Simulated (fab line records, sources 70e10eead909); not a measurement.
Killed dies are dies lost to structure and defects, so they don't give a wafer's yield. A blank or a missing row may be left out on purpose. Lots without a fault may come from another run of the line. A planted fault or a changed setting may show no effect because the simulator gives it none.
Chamber matching | flow nand_harc | NHARC_HYBRID_BOND_ACTIVATE_00 on rie_diel-10: 4 sister chambers
The step chemistry N2, time 60 s. 14 wafers are shown with their chamber, then 7 later ones without.

WAFERS WITH THEIR CHAMBER
wafer  | chamber | showerhead_plenum_p_Torr (Torr) | drypump_motor_current_A (A) | oes_product_au (a.u.)
L307.1 | 2       | 1.86                            | 5.2                         | 0.995
L307.2 | 1       | 1.72                            | 5.1                         | 0.993
L307.4 | 0       | 1.72                            | 6.0                         | 0.992
L308.2 | 3       | 1.70                            | 5.9                         | 1.003
L308.5 | 0       | 1.72                            | 6.0                         | 0.999
L308.6 | 3       | 1.70                            | 5.9                         | 1.011
L311.1 | 2       | 1.86                            | 5.3                         | 0.985
L311.4 | 3       | 1.70                            | 5.9                         | 1.017
L311.5 | 1       | 1.71                            | 5.1                         | 0.995
L312.2 | 1       | 1.71                            | 5.1                         | 0.994
L312.3 | 3       | 1.70                            | 5.9                         | 0.995
L312.4 | 2       | 1.86                            | 5.3                         | 0.981
L316.1 | 3       | 1.70                            | 5.9                         | 1.013
L316.4 | 1       | 1.71                            | 5.1                         | 1.006

SIGNATURES (means of the wafers above)
reading                  | chamber 0 | chamber 1 | chamber 2 | chamber 3 | scatter within a chamber
showerhead_plenum_p_Torr | 1.7200    | 1.7125    | 1.8600    | 1.7000    | 0.00274
drypump_motor_current_A  | 6.000     | 5.100     | 5.267     | 5.900     | 0.0258
oes_product_au           | 0.99550   | 0.99700   | 0.98700   | 1.00780   | 0.0074
Rule: a wafer's distance from a chamber is the root of the sum, over the readings, of the square of ((its reading less the chamber's mean) divided by the reading's scatter). The wafer belongs to the nearest chamber; if the next one is less than 2 further off, it can't be placed. The scatter: the root of (the sum of the squares of (reading less its chamber's mean) over the shown wafers, divided by (wafers less chambers)).

WAFERS WITHOUT THEIR CHAMBER
wafer  | showerhead_plenum_p_Torr (Torr) | drypump_motor_current_A (A) | oes_product_au (a.u.)
L316.6 | 1.86                            | 5.3                         | 0.987
L317.4 | 1.71                            | 5.0                         | 1.002
L317.5 | 1.71                            | 5.1                         | 0.997
L317.6 | 1.86                            | 5.2                         | 0.992
L323.2 | 1.70                            | 5.9                         | 1.015
L323.3 | 1.71                            | 5.1                         | 1.004
L323.5 | 1.72                            | 6.0                         | 0.996

WHICH CHAMBER EACH WENT THROUGH
wafer  | from the rows above | in truth
L316.6 | 2                   | 2
L317.4 | 1                   | 1
L317.5 | 1                   | 1
L317.6 | 2                   | 2
L323.2 | 3                   | 3
L323.3 | 1                   | 1
L323.5 | 0                   | 0
Placed correctly: 7 of 7. Can't be placed from these rows: 0. Placed wrongly: 0.
